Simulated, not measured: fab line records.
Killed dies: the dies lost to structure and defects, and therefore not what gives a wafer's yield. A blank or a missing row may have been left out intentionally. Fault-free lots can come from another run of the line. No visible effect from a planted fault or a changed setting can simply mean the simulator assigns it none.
Chamber matching	flow nand-harc	4 sister chambers for NHARC_A_SGD_CUT_ETCHBACK_24 on rie-diel-07
The step etches the open film in CH3F/O2, target depth 50 nm, time 92.857 s. 8 wafers are shown with their chamber, then 11 later ones without.

== WAFERS, EACH WITH ITS CHAMBER ==
wafer	chamber	drypump-motor-current-A (A)	rf-vpp-V (V)
L080.5	3	5.4	245.2
L084.2	2	6.5	246.7
L088.1	3	5.4	245.9
L088.2	0	5.9	245.0
L089.2	1	6.2	241.8
L089.3	0	5.9	244.4
L089.6	2	6.4	246.3
L091.1	1	6.2	243.4

== WAFERS WITHOUT THEIR CHAMBER ==
wafer	drypump-motor-current-A (A)	rf-vpp-V (V)
L091.4	5.4	245.2
L091.6	6.2	242.7
L090.3	6.2	243.0
L090.5	6.2	241.7
L090.6	6.5	244.9
L093.1	5.9	243.9
L093.4	6.2	241.7
L093.5	6.5	245.6
L094.1	6.5	246.4
L094.3	6.2	242.6
L094.5	5.9	246.2

== WHICH CHAMBER EACH WENT THROUGH ==
wafer	from the rows above	in truth
L091.4	3	3
L091.6	1	1
L090.3	1	1
L090.5	1	1
L090.6	2	2
L093.1	0	0
L093.4	1	1
L093.5	2	2
L094.1	2	2
L094.3	1	1
L094.5	0	0
Correctly placed: 11 of 11. Number that these rows cannot place: 0. Number placed wrongly: 0.
How it was worked out, from the rows above alone: a wafer's distance from a chamber is the root of the sum, over the readings, of the square of ((its reading less the chamber's mean) divided by the reading's scatter). The wafer belongs to the nearest chamber; if the next one is less than 2 further off, it can't be placed. Each chamber's mean is taken over the wafers shown for it. The scatter is the square root of a quotient: the sum, over the shown wafers, of each reading's squared deviation from its chamber's mean, divided by wafers minus chambers.
